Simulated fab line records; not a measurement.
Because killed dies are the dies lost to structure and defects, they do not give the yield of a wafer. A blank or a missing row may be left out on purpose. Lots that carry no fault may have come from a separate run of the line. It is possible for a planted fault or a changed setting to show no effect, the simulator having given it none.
Lot-split experiment	flow n5Finfet	7 lots, 21 wafers read, on a route of 1938 steps

ON THE SPLIT
At N5_BEOL_M0_SAQP_COAT_34 (resist thk 30 nm), the setting spinRpm was moved away from the recipe's 1500 rpm on 7 of the 21 wafers read, by -10.1% to +10.5%. For the rest of the wafers, this setting stayed at what the recipe calls for.

FROM THE SPLIT TO THE READING: what the file shows between them, 2 steps
- N5_BEOL_M0_SAQP_EBR_36
- N5_BEOL_M0_SAQP_SOFTBAKE_35: time 60 s

THE READING
CAR-EUV_of_BEOL_M0_SAQP_COAT_34.thkNm (the simulator's own value, which no gauge read), in nm, at N5_BEOL_M0_SAQP_DESCUM_45 (chemistry O2, time 7 s). There is no usual value for it anywhere in the file. The 14 wafers here that ran the recipe average 26.0 nm, standard deviation 0.1 nm.

wafer	tool, chamber at the split	spinRpm as run, rpm	against the recipe	CAR-EUV_of_BEOL_M0_SAQP_COAT_34.thkNm, nm	against lot-mates on the recipe
L078.4	lithoTrack-02, 0	1348	-10.1%	27.8	+1.8
L078.6	lithoTrack-02, 0	1348	-10.1%	27.8	+1.8
L078.5	lithoTrack-02, 0	1500	recipe	26	-
L082.1	lithoTrack-02, 0	1564	+4.3%	25.4	-0.7
L082.3	lithoTrack-02, 0	1500	recipe	26.2	-
L082.4	lithoTrack-02, 0	1500	recipe	26	-
L083.1	lithoTrack-01, 0	1500	recipe	26	-
L083.4	lithoTrack-01, 0	1500	recipe	25.8	-
L083.5	lithoTrack-01, 0	1500	recipe	25.8	-
L086.2	lithoTrack-01, 0	1500	recipe	25.8	-
L086.5	lithoTrack-01, 0	1500	recipe	26	-
L086.6	lithoTrack-01, 0	1500	recipe	26	-
L091.4	lithoTrack-01, 0	1500	recipe	26	-
L091.5	lithoTrack-01, 0	1500	recipe	26	-
L091.6	lithoTrack-01, 0	1500	recipe	26	-
L095.2	lithoTrack-05, 0	1657	+10.5%	24.6	-1.4
L095.3	lithoTrack-05, 0	1657	+10.5%	24.8	-1.2
L095.6	lithoTrack-05, 0	1500	recipe	26	-
L097.1	lithoTrack-01, 0	1636	+9.1%	24.6	-1.4
L097.2	lithoTrack-01, 0	1636	+9.1%	24.8	-1.2
L097.6	lithoTrack-01, 0	1500	recipe	26	-

FIT RESULTS
A straight line over all 21 wafers: CAR-EUV_of_BEOL_M0_SAQP_COAT_34.thkNm changes by -0.149 nm for each +1% of spinRpm; r = -0.98; the points scatter about the line by 0.16 nm.
The same after taking each lot's own level away (the mean of its wafers on the recipe; 21 wafers): -0.151 nm for each +1%; r = -0.99; scatter 0.14 nm.
The reading moves by 1.6 nm for the largest change in spinRpm, on that fit.
The lots' own levels span 25.87 to 26.10 nm, that is 2.3 times the standard deviation above.
Consequently the slope shifts little with the lot-to-lot level, the two slopes agreeing.
Check: with one of the wafers moved furthest among these (+10.5%) left out of the fit, the line predicts -1.55 nm for it against its lot-mates. Against them it came out at -1.4 nm.

THESE WAFERS: OTHER SPLITS
Note: prior to the reading, these wafers also went through further splits. Each is held against what the fit with the lots' levels taken away leaves over:
other split on the same wafers	wafers away from the commonest value	r with CAR-EUV_of_BEOL_M0_SAQP_COAT_34.thkNm (lot level and that fit taken away)
N5_BEOL_M0_SAQP_COAT_08 spinRpm	9	-0.21

THE WHOLE CHAIN: every reading that the file lists as answering this split, in the file's order
step	what it does	reading	change (the file's fit)	r (the file's)
N5_BEOL_M0_SAQP_COAT_34	resist thk 30 nm	CAR-EUV_of_BEOL_M0_SAQP_COAT_34.thkNm (the simulator's own value, which no gauge read)	-0.142 nm for each +1% of the setting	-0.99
N5_BEOL_M0_SAQP_DESCUM_45	chemistry O2, time 7 s	CAR-EUV_of_BEOL_M0_SAQP_COAT_34.thkNm (the simulator's own value, which no gauge read)	-0.149 nm for each +1% of the setting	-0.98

FILE'S OWN FIT
CAR-EUV_of_BEOL_M0_SAQP_COAT_34.thkNm changes by -0.149 nm for each +1% of spinRpm, r = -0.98.
